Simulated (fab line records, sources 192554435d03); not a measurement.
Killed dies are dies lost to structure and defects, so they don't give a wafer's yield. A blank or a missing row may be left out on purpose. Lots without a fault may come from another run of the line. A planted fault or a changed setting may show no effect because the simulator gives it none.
fab line records | flow n5_finfet
record lots=7 wafers=21 last_day=18
route steps=1938 shown BEOL_M2@906 BEOL_M4@1111 PASSIVATION@1936
lots that met no fault: from a run of the same line without faults
start_h: hours from the record's first day to the start of the lot's first wafer shown | wait_h: hours since the lot's step before | " the same as in the row above | L1.1+2: a row that stands for several wafers | - no value, or no start given | * or withheld: withheld | < > ~ a bound
route shown NAME@n: a module of which the file shows steps, and the number in the route of the first | usual: mean/standard deviation of fault-free wafers | same: alike in all rows | chamber/n: place in a boat | sites: the reading at each site | _std_site: their standard deviation | _edge_site: outer sites' mean less inner sites' | radius_mm: how far each site lies from the wafer's centre | mask NAME#n: copy n | behind: the tool/chamber that last shaped the wafer | hold: why the lot was held/for how many hours/how that ended | device: the transistor (n, p or np) that didn't switch | end of line: the same wafers' tests at the end of the route | a step without rows: its recipe alone | killed: dies lost to structure and defects at the first sort, not the wafer's yield | map: a wafer's dies, x killed, . not, _ none there
set.NAME: the setting as run; set.NAME@STEP: as run at that earlier step | model.NAME: the simulator's own value behind a step, which no gauge read
lots at some steps of the route; a table a step, a row a wafer
services: from which hour (start_h, from the record's first day; less than 0 if before it) a tool's chamber was out of use, for how many hours, and why
## steps
# step N5_BEOL_M2_SPUTTER_79
# recipe material=Cu target_thk_a=45 temp_c=-20 chamber_pressure_pa=0.07 power_w=withheld time_s=8.29
# step N5_BEOL_M2_ANNEAL_80
# recipe temp_c=400 time_s=240 ambient=vacuum
# step N5_BEOL_M2_SPUTTER_81
# recipe material=Cu target_thk_a=45 temp_c=-20 chamber_pressure_pa=0.07 power_w=withheld time_s=8.29
# usual chamber_pressure_pa=0.06999/0.00016 chuck_gas_flow_sccm=1.26/0.055 throttle_valve_pct=29.7/0.78
# columns lot.wafer tool chamber start_h wait_h chamber_pressure_pa chuck_gas_flow_sccm throttle_valve_pct
L123.1 pvd_sputter-03 - 150.52 0.1 0.07002 1.29 30.3
L123.3 " - " " 0.06985 1.24 29.2
L123.5 " - " " 0.06985 1.19 29.2
L129.3 pvd_sputter-02 - 185.92 0.1 0.06996 1.28 29.2
L129.5 " - " " 0.07015 1.29 28.9
L129.6 " - " " 0.06986 1.16 29.7
L130.1 pvd_sputter-02 - 189.76 0.1 0.07028 1.22 29.0
L130.5 " - " " 0.06983 1.22 29.9
L130.6 " - " " 0.07006 1.24 29.1
L131.1 pvd_sputter-02 - 194.10 0.1 0.07009 1.24 29.6
L131.2 " - " " 0.07012 1.17 28.9
L131.4 " - " " 0.06972 1.26 30.1
L132.2 pvd_sputter-01 - 232.89 38.5 0.07005 1.21 30.1
L132.4 " - " " 0.06997 1.40 30.0
L132.6 " - " " 0.06994 1.25 30.3
L141.1 pvd_sputter-03 - 265.89 0.1 0.06999 1.22 29.2
L141.2 " - " " 0.06998 1.21 29.9
L141.6 " - " " 0.06972 1.25 29.8
L142.3 pvd_sputter-03 - 274.97 0.1 0.06989 1.23 30.7
L142.4 " - " " 0.06998 1.27 29.6
L142.5 " - " " 0.06987 1.23 29.4
# step N5_BEOL_M2_ANNEAL_82
# recipe temp_c=400 time_s=240 ambient=vacuum
# usual heater_power_w=835/73
# columns lot.wafer tool chamber start_h wait_h heater_power_w
L123.1 pvd_sputter-03 - 150.60 0.0 747
L123.3 " - " " 802
L123.5 " - " " 798
L129.3 pvd_sputter-02 - 186.00 0.0 876
L129.5 " - " " 880
L129.6 " - " " 824
L130.1 pvd_sputter-02 - 189.84 0.0 892
L130.5 " - " " 801
L130.6 " - " " 879
L131.1 pvd_sputter-02 - 194.18 0.0 803
L131.2 " - " " 912
L131.4 " - " " 826
L132.2 pvd_sputter-01 - 232.97 0.0 872
L132.4 " - " " 716
L132.6 " - " " 712
L141.1 pvd_sputter-03 - 265.97 0.0 806
L141.2 " - " " 985
L141.6 " - " " 996
L142.3 pvd_sputter-03 - 275.05 0.0 742
L142.4 " - " " 1019
L142.5 " - " " 812
# step N5_BEOL_M2_SPUTTER_86
# recipe material=Cu target_thk_a=45 temp_c=-20 chamber_pressure_pa=0.07 power_w=withheld time_s=8.29
# usual chamber_pressure_pa=0.06999/0.00013 chuck_gas_flow_sccm=1.26/0.055 throttle_valve_pct=29.8/0.77
# columns lot.wafer tool chamber start_h wait_h chamber_pressure_pa chuck_gas_flow_sccm throttle_valve_pct
L123.1 pvd_sputter-03 - 150.74 0.1 0.0701 1.30 30.4
L123.3 " - " " 0.06997 1.35 29.2
L123.5 " - " " 0.06989 1.25 29.4
L129.3 pvd_sputter-02 - 186.14 0.1 0.06988 1.17 28.9
L129.5 " - " " 0.0701 1.26 29.1
L129.6 " - " " 0.06968 1.23 30.1
L130.1 pvd_sputter-02 - 189.98 0.1 0.06978 1.23 29.2
L130.5 " - " " 0.06996 1.22 29.5
L130.6 " - " " 0.0698 1.33 28.9
L131.1 pvd_sputter-02 - 194.32 0.1 0.0699 1.24 30.0
L131.2 " - " " 0.06996 1.26 28.9
L131.4 " - " " 0.07008 1.30 30.0
L132.2 pvd_sputter-01 - 233.11 0.1 0.07021 1.32 29.9
L132.4 " - " " 0.06986 1.28 30.0
L132.6 " - " " 0.06992 1.20 30.1
L141.1 pvd_sputter-03 - 266.11 0.1 0.06995 1.20 29.3
L141.2 " - " " 0.07006 1.22 29.7
L141.6 " - " " 0.06992 1.21 29.6
L142.3 pvd_sputter-03 - 275.19 0.1 0.07006 1.26 30.7
L142.4 " - " " 0.0701 1.28 29.8
L142.5 " - " " 0.07004 1.29 29.2
# step N5_BEOL_M2_ANNEAL_87
# recipe temp_c=400 time_s=240 ambient=vacuum
# step N5_BEOL_M2_SPUTTER_88
# recipe material=Cu target_thk_a=45 temp_c=-20 chamber_pressure_pa=0.07 power_w=withheld time_s=8.29
# usual chamber_pressure_pa=0.06998/0.00014 chuck_gas_flow_sccm=1.27/0.049 throttle_valve_pct=29.7/0.78
# columns lot.wafer tool chamber start_h wait_h chamber_pressure_pa chuck_gas_flow_sccm throttle_valve_pct
L123.1 pvd_sputter-03 - 150.96 0.1 0.07021 1.30 30.6
L123.3 " - " " 0.07 1.31 29.2
L123.5 " - " " 0.07005 1.32 29.2
L129.3 pvd_sputter-02 - 186.36 0.1 0.07007 1.32 29.0
L129.5 " - " " 0.07002 1.26 28.8
L129.6 " - " " 0.07016 1.22 29.9
L130.1 pvd_sputter-02 - 190.20 0.1 0.07005 1.20 28.8
L130.5 " - " " 0.06973 1.19 29.7
L130.6 " - " " 0.07016 1.22 29.1
L131.1 pvd_sputter-02 - 194.54 0.1 0.07011 1.25 29.9
L131.2 " - " " 0.07002 1.18 28.9
L131.4 " - " " 0.07009 1.23 30.2
L132.2 pvd_sputter-01 - 233.33 0.1 0.06998 1.22 29.9
L132.4 " - " " 0.07 1.29 30.2
L132.6 " - " " 0.0701 1.31 30.2
L141.1 pvd_sputter-03 - 266.33 0.1 0.07015 1.34 29.1
L141.2 " - " " 0.06989 1.23 29.8
L141.6 " - " " 0.06976 1.28 29.8
L142.3 pvd_sputter-03 - 275.41 0.1 0.06989 1.35 30.6
L142.4 " - " " 0.07006 1.24 29.8
L142.5 " - " " 0.07002 1.25 29.5
# step N5_BEOL_M2_ANNEAL_89
# recipe temp_c=400 time_s=240 ambient=vacuum
# step N5_BEOL_M2_SPUTTER_90
# recipe material=Cu target_thk_a=45 temp_c=-20 chamber_pressure_pa=0.07 power_w=withheld time_s=8.29
# step N5_BEOL_M2_ANNEAL_91
# recipe temp_c=400 time_s=240 ambient=vacuum
# usual heater_power_w=834/75
# columns lot.wafer tool chamber start_h wait_h heater_power_w
L123.1 pvd_sputter-03 - 151.26 0.0 736
L123.3 " - " " 816
L123.5 " - " " 813
L129.3 pvd_sputter-02 - 186.66 0.0 888
L129.5 " - " " 907
L129.6 " - " " 822
L130.1 pvd_sputter-02 - 190.50 0.0 875
L130.5 " - " " 797
L130.6 " - " " 885
L131.1 pvd_sputter-02 - 194.84 0.0 813
L131.2 " - " " 892
L131.4 " - " " 854
L132.2 pvd_sputter-01 - 233.63 0.0 838
L132.4 " - " " 713
L132.6 " - " " 722
L141.1 pvd_sputter-03 - 266.63 0.0 806
L141.2 " - " " 1002
L141.6 " - " " 1007
L142.3 pvd_sputter-03 - 275.71 0.0 726
L142.4 " - " " 986
L142.5 " - " " 800
# step N5_BEOL_M2_SPUTTER_92
# recipe material=Cu target_thk_a=45 temp_c=-20 chamber_pressure_pa=0.07 power_w=withheld time_s=8.29
# step N5_BEOL_M2_ANNEAL_93
# recipe temp_c=400 time_s=240 ambient=vacuum
# step N5_BEOL_M2_SPUTTER_94
# recipe material=Cu target_thk_a=45 temp_c=-20 chamber_pressure_pa=0.07 power_w=withheld time_s=8.29
# usual chamber_pressure_pa=0.06998/0.00015 chuck_gas_flow_sccm=1.27/0.055 throttle_valve_pct=29.7/0.77
# columns lot.wafer tool chamber start_h wait_h chamber_pressure_pa chuck_gas_flow_sccm throttle_valve_pct
L123.1 pvd_sputter-03 - 151.62 0.1 0.07008 1.29 30.4
L123.3 " - " " 0.06985 1.24 28.9
L123.5 " - " " 0.06972 1.34 29.2
L129.3 pvd_sputter-02 - 187.02 0.1 0.06997 1.26 29.0
L129.5 " - " " 0.07005 1.26 29.1
L129.6 " - " " 0.06999 1.30 29.8
L130.1 pvd_sputter-02 - 190.86 0.1 - - -
L130.5 " - " " - - -
L130.6 " - " " - - -
L131.1 pvd_sputter-02 - 195.20 0.1 - - -
L131.2 " - " " - - -
L131.4 " - " " - - -
L132.2 pvd_sputter-01 - 233.99 0.1 - - -
L132.4 " - " " - - -
L132.6 " - " " - - -
L141.1 pvd_sputter-03 - 266.99 0.1 0.07001 1.25 29.2
L141.2 " - " " 0.06994 1.22 29.7
L141.6 " - " " 0.07009 1.26 29.7
L142.3 pvd_sputter-03 - 276.07 0.1 0.07016 1.26 30.5
L142.4 " - " " 0.07001 1.27 29.9
L142.5 " - " " 0.07007 1.26 29.3
# step N5_BEOL_M2_ANNEAL_95
# recipe temp_c=400 time_s=240 ambient=vacuum
# step N5_BEOL_M4_RC_MEAS_101
# usual DIBL_N=36.0/1.9 DIBL_P=35.6/2.2 IOFF_N=0.15/0.031 IOFF_P=0.19/0.032 ION_N=668/11 ION_P=455/7.2 SS_N=71.5/0.65 SS_P=73.4/0.64 VT_N=251/3.6 VT_P=-253/3.3
# columns lot.wafer tool chamber start_h wait_h DIBL_N[mV/V] DIBL_P[mV/V] IOFF_N[nA/um] IOFF_P[nA/um] ION_N[uA/um] ION_P[uA/um] SS_N[mV/dec] SS_P[mV/dec] VT_N[mV] VT_P[mV]
L123.1 prober-01 0 190.02 0.0 37.8 36.5 0.18 0.22 673 455 70.8 72.9 247 -249
L123.3 " 0 " " 34.8 32.4 0.13 0.16 662 458 70.9 72.3 254 -255
L123.5 " 0 " " 34.9 32.4 0.13 0.16 660 450 70.6 72.4 253 -253
L129.3 prober-01 0 241.53 0.3 37.3 38.6 0.19 0.22 679 465 72.7 73.5 245 -250
L129.5 " 0 " " 36.6 38.7 0.17 0.22 670 462 71.8 73.1 251 -251
L129.6 " 0 " " 39.4 41.2 0.22 0.26 690 468 72.8 74.9 245 -248
L130.1 prober-01 0 245.98 0.0 34.8 33.2 0.11 0.16 650 446 70.3 72.5 256 -258
L130.5 " 0 " " 35.6 34.2 0.12 0.16 651 445 71.3 72.6 255 -252
L130.6 " 0 " " 34.7 33.7 0.12 0.16 650 447 70.7 72.6 256 -258
L131.1 prober-02 0 247.70 0.0 34.4 33.2 0.13 0.18 664 457 71.7 73.2 256 -251
L131.2 " 0 " " 32.4 31.0 0.10 0.16 646 454 70.7 72.4 256 -250
L131.4 " 0 " " 35.5 35.2 0.15 0.21 670 459 71.5 74.2 252 -250
L132.2 prober-02 0 277.37 0.2 34.3 34.2 0.13 0.18 665 452 72.5 72.6 252 -252
L132.4 " 0 " " 32.2 32.5 0.11 0.16 653 449 70.8 72.8 253 -253
L132.6 " 0 " " 34.1 35.5 0.14 0.20 666 458 71.3 73.2 250 -251
L141.1 prober-02 0 313.66 0.0 39.0 37.8 0.18 0.21 668 457 71.8 74.2 249 -252
L141.2 " 0 " " 36.6 35.2 0.15 0.18 674 453 70.4 73.2 252 -253
L141.6 " 0 " " 36.7 35.5 0.15 0.18 682 458 71.2 73.5 252 -255
L142.3 prober-01 0 332.21 0.3 39.9 40.0 0.25 0.25 690 463 72.6 74.3 243 -250
L142.4 " 0 " " 36.7 36.0 0.16 0.19 667 454 71.5 73.2 245 -256
L142.5 " 0 " " 39.0 38.2 0.20 0.22 683 455 71.3 74.4 248 -249
# step N5_PASSIVATION_PROBE_49
# usual defect_limited_yield=91.3/1.4 killed_at_M0_to_M3=34/10 killed_at_M4_up=14/5.5 killed_at_contacts=12/6 killed_at_front_end=40/10 killed_at_other=3.0/2.4 killed_dies=103/17 killed_open=68/13 killed_short=34/7.8 sort_bin_4_leakage=0.00/0.014 sort_bin_5_function=5.1/0.97 sort_bin_6_memory=3.3/0.66 sort_bin_8_speed=0.02/0.12 sort_n_pass=1077/17 sort_yield_pct=91.2/1.4
# same gross_dies=1180 killed_at_back_side=0
# columns lot.wafer tool chamber start_h wait_h defect_limited_yield[%] killed_at_M0_to_M3 killed_at_M4_up killed_at_contacts killed_at_front_end killed_at_other killed_dies killed_open killed_short sort_bin_4_leakage[%] sort_bin_5_function[%] sort_bin_6_memory[%] sort_bin_8_speed[%] sort_n_pass sort_yield_pct[%]
L123.1 prober-01 - 294.12 0.0 92.5 26 8 24 25 5 88 58 30 0 4.2 2.9 0 1092 92.5
L123.3 prober-01 - 294.22 0.1 92.5 24 14 21 24 5 88 66 22 0 4.8 2.5 0 1092 92.5
L123.5 prober-01 - 294.32 0.2 89.8 36 14 26 42 2 120 75 45 0 6.1 3.6 0 1060 89.8
L130.1 prober-01 - 346.29 0.0 89.7 67 20 9 24 2 122 85 32 0 6.4 3.7 0 1058 89.7
L130.5 prober-01 - 346.49 0.2 90.7 43 20 12 35 0 110 61 42 0 5.3 3.6 0.08 1069 90.6
L130.6 prober-01 - 346.54 0.3 92.1 42 14 6 31 0 93 57 28 0 4.2 3.2 0 1087 92.1
L129.3 prober-02 - 347.68 0.1 93.1 28 15 7 30 1 81 54 27 0 4.1 2.5 0 1099 93.1
L129.5 prober-02 - 347.78 0.2 90.6 28 12 7 62 2 111 65 42 0 6.4 2.6 0 1069 90.6
L129.6 prober-02 - 347.83 0.3 91.4 31 15 10 46 0 102 69 32 0 5.6 2.7 0 1078 91.4
L131.1 prober-01 - 356.61 0.0 90.9 43 14 16 29 5 107 75 24 0 4.7 4.1 0 1073 90.9
L131.2 prober-01 - 356.66 0.1 89.6 43 13 19 45 3 123 79 38 0 5.9 4.2 0 1057 89.6
L131.4 prober-01 - 356.76 0.2 89.2 46 8 15 49 10 128 73 46 0 7.1 3.3 0 1052 89.2
L132.2 prober-02 - 378.52 0.1 93.0 28 15 12 27 1 83 47 23 0 4.2 2.0 0 1097 93.0
L132.4 prober-02 - 378.62 0.2 92.3 27 17 11 32 4 91 66 18 0 4.7 3.0 0 1089 92.3
L132.6 prober-02 - 378.72 0.3 93.1 25 18 5 31 2 81 44 25 0 3.8 2.4 0 1099 93.1
L141.1 prober-01 - 422.07 0.0 90.5 36 12 11 53 0 112 81 31 0 5.2 4.2 0 1068 90.5
L141.2 prober-01 - 422.12 0.1 88.3 58 11 21 47 1 138 85 50 0 6.2 5.2 0 1042 88.3
L141.6 prober-01 - 422.32 0.3 89.4 34 6 17 67 1 125 91 29 0 5.7 4.2 0 1055 89.4
# killed by level:class
L123.1 MOL_CONTACT_COAG:geometric_particle:open=21 BEOL_M2:geometric_particle:open=11 FIN_SAQP:geometric_particle:open=6 STI_FIN_REVEAL:geometric_particle:open=6 BEOL_M3:geometric_particle:short=4 FIN_SAQP:geometric_particle:short=3 MOL_CONTACT_COAG:geometric_particle:short=3 BEOL_M0_SAQP:geometric_particle:short=3
L123.3 MOL_CONTACT_COAG:geometric_particle:open=15 BEOL_M0_SAQP:geometric_particle:open=8 DUMMY_GATE:geometric_particle:open=6 MOL_CONTACT_COAG:geometric_particle:short=6 BEOL_M2:geometric_particle:open=4 BEOL_M4:geometric_particle:open=4 BEOL_M8:geometric_particle:open=4 FIN_SAQP:geometric_particle:open=3
L123.5 MOL_CONTACT_COAG:geometric_particle:open=20 FIN_SAQP:geometric_particle:short=13 FIN_SAQP:geometric_particle:open=10 BEOL_M0_SAQP:geometric_particle:open=8 BEOL_M0_SAQP:geometric_particle:short=7 MOL_CONTACT_COAG:geometric_particle:short=6 BEOL_M0:geometric_particle:open=6 BEOL_M4:geometric_particle:open=5
L130.1 BEOL_M3:geometric_particle:open=17 BEOL_M4:geometric_particle:open=11 BEOL_M0_SAQP:geometric_particle:short=11 BEOL_M0_SAQP:geometric_particle:open=11 MOL_CONTACT_COAG:geometric_particle:open=9 BEOL_M1:geometric_particle:open=8 BEOL_M2:geometric_particle:open=7 STARTING-WAFER:geometric_particle:short=6
L130.5 BEOL_M4:geometric_particle:short=10 STI_FIN_REVEAL:geometric_particle:open=9 BEOL_M3:geometric_particle:open=9 BEOL_M0_SAQP:geometric_particle:short=9 MOL_CONTACT_COAG:geometric_particle:open=8 BEOL_M1:geometric_particle:open=8 BEOL_M4:geometric_particle:open=8 BEOL_M2:interface_void_opened=6
L130.6 BEOL_M1:geometric_particle:open=10 BEOL_M4:geometric_particle:open=8 BEOL_M2:interface_void_opened=7 FIN_SAQP:geometric_particle:short=6 FIN_SAQP:geometric_particle:open=6 STI_FIN_REVEAL:geometric_particle:open=6 STARTING-WAFER:geometric_particle:short=6 MOL_CONTACT_COAG:geometric_particle:open=5
L129.3 BEOL_M2:geometric_particle:open=11 MOL_CONTACT_COAG:geometric_particle:open=6 DUMMY_GATE:geometric_particle:open=6 BEOL_M0_SAQP:geometric_particle:open=6 FIN_SAQP:geometric_particle:short=5 BEOL_M4:geometric_particle:open=5 STARTING-WAFER:geometric_particle:short=4 BEOL_M3:geometric_particle:open=4
L129.5 STI_FIN_REVEAL:geometric_particle:open=23 BEOL_M0_SAQP:geometric_particle:short=10 FIN_SAQP:geometric_particle:short=7 GATE_CUT:geometric_particle:short=6 MOL_CONTACT_COAG:geometric_particle:open=6 BEOL_M1:geometric_particle:open=6 BEOL_M4:geometric_particle:open=6 STI_FIN_REVEAL:geometric_particle:short=5
L129.6 STI_FIN_REVEAL:geometric_particle:open=11 BEOL_M0_SAQP:geometric_particle:short=9 DUMMY_GATE:geometric_particle:open=8 MOL_CONTACT_COAG:geometric_particle:open=8 BEOL_M0_SAQP:geometric_particle:open=7 BEOL_M1:geometric_particle:open=6 BEOL_M4:geometric_particle:open=6 STARTING-WAFER:geometric_particle:open=6
L131.1 MOL_CONTACT_COAG:geometric_particle:open=13 BEOL_M0_SAQP:geometric_particle:open=10 BEOL_M2:interface_void_opened=8 FIN_SAQP:geometric_particle:open=7 BEOL_M3:geometric_particle:open=7 BEOL_M4:geometric_particle:open=6 STI_FIN_REVEAL:geometric_particle:open=5 BEOL_M0_SAQP:geometric_particle:short=5
L131.2 MOL_CONTACT_COAG:geometric_particle:open=16 FIN_SAQP:geometric_particle:open=11 FIN_SAQP:geometric_particle:short=11 BEOL_M0_SAQP:geometric_particle:open=10 BEOL_M2:geometric_particle:open=9 BEOL_M1:geometric_particle:open=7 BEOL_M1:geometric_particle:short=5 STARTING-WAFER:geometric_particle:open=5
L131.4 MOL_CONTACT_COAG:geometric_particle:open=13 FIN_SAQP:geometric_particle:open=11 FIN_SAQP:geometric_particle:short=9 GATE_CUT:geometric_particle:short=9 BEOL_M2:geometric_particle:open=9 BEOL_M3:geometric_particle:open=7 BEOL_M0_SAQP:geometric_particle:open=6 BEOL_M0_SAQP:geometric_particle:short=6
L132.2 STI_FIN_REVEAL:geometric_particle:open=8 MOL_CONTACT_COAG:geometric_particle:open=7 BEOL_M2:interface_void_opened=7 BEOL_M4:geometric_particle:open=6 MOL_CONTACT_COAG:geometric_particle:short=5 DUMMY_GATE:geometric_particle:open=4 BEOL_M0_SAQP:geometric_particle:short=4 BEOL_M0_SAQP:geometric_particle:open=4
L132.4 BEOL_M2:geometric_particle:open=12 STI_FIN_REVEAL:geometric_particle:open=10 MOL_CONTACT_COAG:geometric_particle:open=10 BEOL_M2:interface_void_opened=5 ILD0:geometric_particle:open=4 ILD0:geometric_particle:short=3 GATE_CUT:geometric_particle:open=3 BEOL_M4:geometric_particle:open=3
L132.6 BEOL_M4:geometric_particle:open=8 GATE_CUT:geometric_particle:short=5 MOL_CONTACT_COAG:geometric_particle:open=5 BEOL_M2:geometric_particle:open=5 BEOL_M2:interface_void_opened=5 HKMG_FIN:area_etch=5 FIN_SAQP:geometric_particle:open=3 GATE_CUT:geometric_particle:open=3
L141.1 STI_FIN_REVEAL:geometric_particle:open=11 BEOL_M3:geometric_particle:open=11 FIN_SAQP:geometric_particle:open=10 MOL_CONTACT_COAG:geometric_particle:open=10 BEOL_M0_SAQP:geometric_particle:short=7 DUMMY_GATE:geometric_particle:open=6 STARTING-WAFER:geometric_particle:open=6 BEOL_M0_SAQP:geometric_particle:open=6
L141.2 BEOL_M0_SAQP:geometric_particle:short=18 MOL_CONTACT_COAG:geometric_particle:open=17 FIN_SAQP:geometric_particle:open=14 BEOL_M3:geometric_particle:open=14 BEOL_M0_SAQP:geometric_particle:open=12 BEOL_M4:geometric_particle:open=7 DUMMY_GATE:geometric_particle:open=7 FIN_SAQP:geometric_particle:short=4
L141.6 FIN_SAQP:geometric_particle:open=18 DUMMY_GATE:geometric_particle:open=13 MOL_CONTACT_COAG:geometric_particle:open=13 BEOL_M3:geometric_particle:open=10 BEOL_M1:geometric_particle:open=9 STI_FIN_REVEAL:geometric_particle:open=8 BEOL_M0_SAQP:geometric_particle:short=5 FIN_SAQP:geometric_particle:short=4
## services
# columns tool chamber start_h hours kind
pvd_sputter-01 - 133.60 1.9 repair
pvd_sputter-01 - 143.27 4.6 repair
## key
first_sign step=N5_BEOL_M2_SPUTTER_94 reading=tool_record direction=missing
effect none on later readings
met_at N5_BEOL_M2_SPUTTER_94
struck_wafers L130.1,L130.5,L130.6,L131.1,L131.2,L131.4,L132.2,L132.4,L132.6
onset_between 187.02 190.86
fault kind=skipped_step_whole tool=pvd_sputter-01,pvd_sputter-02 chamber=- onset_h=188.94 steps=N5_BEOL_M2_SPUTTER_94 scope=struck_lots_only
